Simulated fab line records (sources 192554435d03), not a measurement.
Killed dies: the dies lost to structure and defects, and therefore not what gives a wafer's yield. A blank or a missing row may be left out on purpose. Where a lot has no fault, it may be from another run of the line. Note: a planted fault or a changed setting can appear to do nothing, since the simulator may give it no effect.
The tool behind it: which one?	flow n5 finfet	Sampling: 10 lots, 28 wafers, 5 of 1938 route steps

## WHAT EACH GAUGE READ, for each wafer
N5_BEOL_M4_RC_MEAS_101. Usual: DIBL_N 36.3 mV/V, standard deviation 1.9; DIBL_P 36.6 mV/V, standard deviation 2.4; IOFF_N 0.17 nA/um, standard deviation 0.037; IOFF_P 0.23 nA/um, standard deviation 0.04; IOFF_P_LIN 0.105 nA/um, standard deviation 0.014; ION_N 682 uA/um, standard deviation 14; ION_P 468 uA/um, standard deviation 8.6; SS_N 71.6 mV/dec, standard deviation 0.67; SS_P 73.4 mV/dec, standard deviation 0.71; VT_N 248 mV, standard deviation 3.3; VT_P -248.9 mV, standard deviation 2.9; VT_P_LONG -274.3 mV, standard deviation 2.3.
lot	measured	on	DIBL_N (mV/V)	DIBL_P (mV/V)	IOFF_N (nA/um)	IOFF_P (nA/um)	IOFF_P_LIN (nA/um)	ION_N (uA/um)	ION_P (uA/um)	SS_N (mV/dec)	SS_P (mV/dec)	VT_N (mV)	VT_P (mV)	VT_P_LONG (mV)	flag
L207	day 9 21:41	prober-01	34.6 36.1 36.3	35.2 38.3 37.0	0.14 0.16 0.15	0.17 0.23 0.20	0.086 0.103 0.096	671 682 672	456 465 457	70.7 71.6 71.6	72.3 73.7 73.0	253 247 250	-252.2 -250.2 -252.8	-276.0 -276.5 -277.3	
L208	day 9 21:16	prober-02	36.9 39.7 34.5	37.1 39.7 34.6	0.17 0.26 0.13	0.23 0.29 0.19	0.106 0.127 0.093	666 687 652	460 468 454	72.4 72.9 70.9	73.1 74.1 72.6	251 242 254	-250.3 -244.7 -249.8	-275.0 -274.9 -273.9	
L209	day 9 01:44	prober-02	38.4 35.0 38.3	39.9 36.2 40.1	0.23 0.15 0.21	0.31 0.23 0.29	0.136 0.110 0.130	712 681 688	486 475 474	71.0 71.3 72.5	73.5 73.2 74.1	242 248 246	-240.0 -247.9 -244.0	-270.6 -273.7 -271.9	
L210	day 9 07:34	prober-01	32.4 35.1 32.7	33.8 37.2 34.3	0.14 0.17 0.13	0.19 0.22 0.19	0.095 0.103 0.093	693 689 660	480 469 456	70.5 71.8 70.1	72.1 73.7 72.4	248 249 253	-247.9 -249.8 -251.4	-275.1 -275.9 -276.4	
L220	day 12 22:55	prober-02	33.3	30.8	0.14	0.12	0.060	660	438	71.3	72.0	252	-262.6	-282.4	OFF
L222	day 13 22:39	prober-01	37.7 39.6 38.3	39.2 40.3 38.9	0.20 0.25 0.20	0.25 0.26 0.24	0.114 0.116 0.109	690 694 688	472 473 468	71.7 72.6 72.4	73.4 74.0 73.3	245 247 251	-248.1 -247.4 -251.3	-272.9 -274.9 -276.3	
L223	day 13 07:41	prober-01	37.4 38.9 36.1	38.4 39.7 36.4	0.19 0.24 0.17	0.25 0.29 0.22	0.112 0.124 0.104	677 692 676	463 469 465	71.4 72.0 71.7	74.8 74.4 73.8	246 243 249	-245.6 -246.7 -247.4	-278.2 -275.2 -275.7	
L224	day 14 20:04	prober-02	39.5 35.7 39.1	40.4 33.7 37.5	0.24 0.14 0.22	0.28 0.16 0.23	0.118 0.080 0.104	717 691 691	490 463 465	72.4 71.7 72.9	74.6 72.8 73.6	243 251 243	-248.3 -255.1 -250.1	-273.9 -277.7 -275.1	
L225	day 15 13:55	prober-02	34.7 36.2 33.2	35.9 37.6 33.2	0.16 0.18 0.12	0.20 0.23 0.16	0.099 0.107 0.083	686 680 660	472 467 459	70.5 71.6 71.8	73.4 73.6 72.7	249 247 254	-247.2 -247.7 -251.3	-272.6 -275.6 -272.9	
L229	day 15 18:07	prober-02	38.4 37.6 39.3	38.1 37.3 38.2	0.21 0.19 0.21	0.25 0.23 0.24	0.110 0.106 0.109	678 691 688	456 466 461	72.1 71.6 72.5	74.1 73.4 73.4	246 248 245	-249.8 -249.7 -248.9	-275.5 -274.1 -274.6	

N5_BEOL_M5_THK_MEAS_01. Usual: M5_ILD_THK typically reads 121.6 nm, with standard deviation 2.2.
lot	measured	on	M5_ILD_THK (nm)	flag
L207	day 9 23:05	film metro-02	120.8 122.8 126.5	
L208	day 9 22:39	film metro-01	119.4 120.3 124.3	
L209	day 9 03:07	film metro-02	122.9 124.3 120.8	
L210	day 9 09:16	film metro-01	121.2 126.2 121.9	
L220	day 13 00:08	film metro-01	122.0	
L222	day 14 00:11	film metro-02	123.2 119.2 121.9	
L223	day 13 09:14	film metro-01	120.3 121.5 122.8	
L224	day 14 21:26	film metro-02	122.6 122.7 124.0	
L225	day 15 15:27	film metro-02	118.6 121.8 125.2	
L229	day 15 19:38	film metro-01	121.0 121.0 123.9	

## EACH LOT AND THE TOOL THAT RAN IT (in order: tool; ch and the chambers of the sampled wafers; start)
lot	N5_HKMG_FIN_ALD_74	N5_BEOL_M4_CMP_52	N5_BEOL_M5_ILD_DEP_00
L207	ald hk-01 ch 0,1,3, day 4 02:55	cmp-03 ch 0,1,2, day 9 20:55	pecvd-02 ch 0,1, day 9 22:29
L208	ald hk-01 ch 0,3, day 4 08:43	cmp-04 ch 0,3, day 9 20:33	pecvd-04 ch 0,1, day 9 22:05
L209	ald hk-03 ch 0,1,3, day 4 13:43	cmp-04 ch 0,3, day 9 00:58	pecvd-04 ch 0,1,2, day 9 02:33
L210	ald hk-03 ch 1,2, day 4 22:29	cmp-03 ch 0,1,3, day 9 06:38	pecvd-04 ch 0,1, day 9 08:13
L220	ald hk-03 ch 0, day 7 03:42	cmp-04 ch 0, day 12 21:59	pecvd-04 ch 0, day 12 23:34
L222	ald hk-01 ch 0,1,2, day 7 16:13	cmp-01 ch 1,2,3, day 13 22:02	pecvd-02 ch 0,1,2, day 13 23:37
L223	ald hk-01 ch 0,2,3, day 7 23:48	cmp-01 ch 1,2,3, day 13 07:05	pecvd-04 ch 0,1,2, day 13 08:39
L224	ald hk-01 ch 0,1, day 8 02:32	cmp-01 ch 1,2, day 14 19:18	pecvd-04 ch 0,1,2, day 14 20:52
L225	ald hk-01 ch 1,3, day 8 13:05	cmp-01 ch 0,1,2, day 15 13:19	pecvd-02 ch 0,1, day 15 14:53
L229	ald hk-01 ch 1,3, day 9 12:38	cmp-01 ch 0,2, day 15 17:32	pecvd-04 ch 0,1,2, day 15 19:04
- N5_HKMG_FIN_ALD_74: deposits La2O3, target thk 0.5 nm, pulse time 6 s, co reactant pulse time 1 s.
- N5_BEOL_M4_CMP_52: polishes, stops on SiOC, t overpolish 6.8 s, target thk 40 nm.
- N5_BEOL_M5_ILD_DEP_00: deposits SiCOH lowk from DEMS/porogen, target thk 140.64 nm, time 25.9 s.

## WHAT THE TOOLS THEMSELVES READ (means of the sampled wafers that have a number; where no wafer has one, the mark that the record gives instead)
N5_HKMG_FIN_ALD_74. Usual: heater power w 325 W, standard deviation 47; precursor pulse height rel 1.002, standard deviation 0.019; susceptor temp C 249.97 C, standard deviation 0.18.
lot	tool	heater power w (W)	precursor pulse height rel	susceptor temp C (C)	flag
L207	ald hk-01	294	0.999	250.20	
L208	ald hk-01	290	0.982	250.01	
L209	ald hk-03	358	1.010	249.92	
L210	ald hk-03	338	0.984	250.13	
L220	ald hk-03	420	0.986	250.05	
L222	ald hk-01	287	1.014	249.99	
L223	ald hk-01	283	1.005	249.99	
L224	ald hk-01	297	1.002	250.01	
L225	ald hk-01	305	0.995	249.86	
L229	ald hk-01	306	0.999	249.98	

N5_BEOL_M4_CMP_52. Usual: barrier field endpoint s 24.6 s, standard deviation 0.78; motor current A 6.2 A, standard deviation 0.56; overpolish run s 6.799 s, standard deviation 0.0098; retaining ring pressure frac 1.000, standard deviation 0.0049; time to endpoint s 62 s, standard deviation 4.8.
lot	tool	barrier field endpoint s (s)	motor current A (A)	overpolish run s (s)	retaining ring pressure frac	time to endpoint s (s)	flag
L207	cmp-03	24.8	6.3	6.795	0.997	64	
L208	cmp-04	24.5	5.5	6.803	0.996	62	
L209	cmp-04	24.2	5.9	6.799	1.001	58	
L210	cmp-03	24.7	6.1	6.800	1.001	64	
L220	cmp-04	23.8	5.4	6.804	1.001	59	
L222	cmp-01	23.7	6.4	6.796	0.999	58	
L223	cmp-01	24.3	6.5	6.793	1.002	59	
L224	cmp-01	24.0	6.8	6.797	1.002	61	
L225	cmp-01	24.8	6.1	6.801	1.005	59	
L229	cmp-01	23.9	6.3	6.801	0.993	63	

N5_BEOL_M5_ILD_DEP_00. Usual: heater power w 316 W, standard deviation 57; showerhead plenum p Torr 5.738 Torr, standard deviation 0.013; susceptor temp C 299.99 C, standard deviation 0.2; throttle valve pct 13.7 %, standard deviation 0.53.
lot	tool	heater power w (W)	showerhead plenum p Torr (Torr)	susceptor temp C (C)	throttle valve pct (%)	flag
L207	pecvd-02	331	5.737	300.01	13.7	
L208	pecvd-04	289	5.727	300.07	13.8	
L209	pecvd-04	315	5.736	299.97	13.7	
L210	pecvd-04	295	5.735	299.76	13.8	
L220	pecvd-04	429	5.720	300.22	14.1	
L222	pecvd-02	288	5.743	299.59	13.8	
L223	pecvd-04	328	5.744	300.06	13.9	
L224	pecvd-04	323	5.734	300.05	13.8	
L225	pecvd-02	328	5.741	299.85	13.7	
L229	pecvd-04	335	5.742	299.95	14.0	

## THE ANSWER, worked out from the rows above alone
Rule: take the mean of a lot's wafers that have a number; if it is more than 3 standard deviations from the usual mean, the lot is off. A lot without any number at a reading at which 4 lots or more have one is off too. All remaining lots with rows at the step are treated as sound. First the gauges in route order, then the tools' own readings, where a lot's mean is used as printed above. At the first step where some lot is off, the reading lying furthest off is the one used; lots without a number count as furthest.
Off: L220, at N5_BEOL_M4_RC_MEAS_101 (VT_P).
A tool fits if, at a process step before that reading, it ran every lot that is off, and no sound lot after the first of them. The gauges at N5_BEOL_M4_RC_MEAS_101 are tried like those tools. This does not decide it: 2 tools fit, namely ald hk-03 at N5_HKMG_FIN_ALD_74 and cmp-04 at N5_BEOL_M4_CMP_52.

## WHAT HAD BEEN PUT IN BY THE SIMULATOR
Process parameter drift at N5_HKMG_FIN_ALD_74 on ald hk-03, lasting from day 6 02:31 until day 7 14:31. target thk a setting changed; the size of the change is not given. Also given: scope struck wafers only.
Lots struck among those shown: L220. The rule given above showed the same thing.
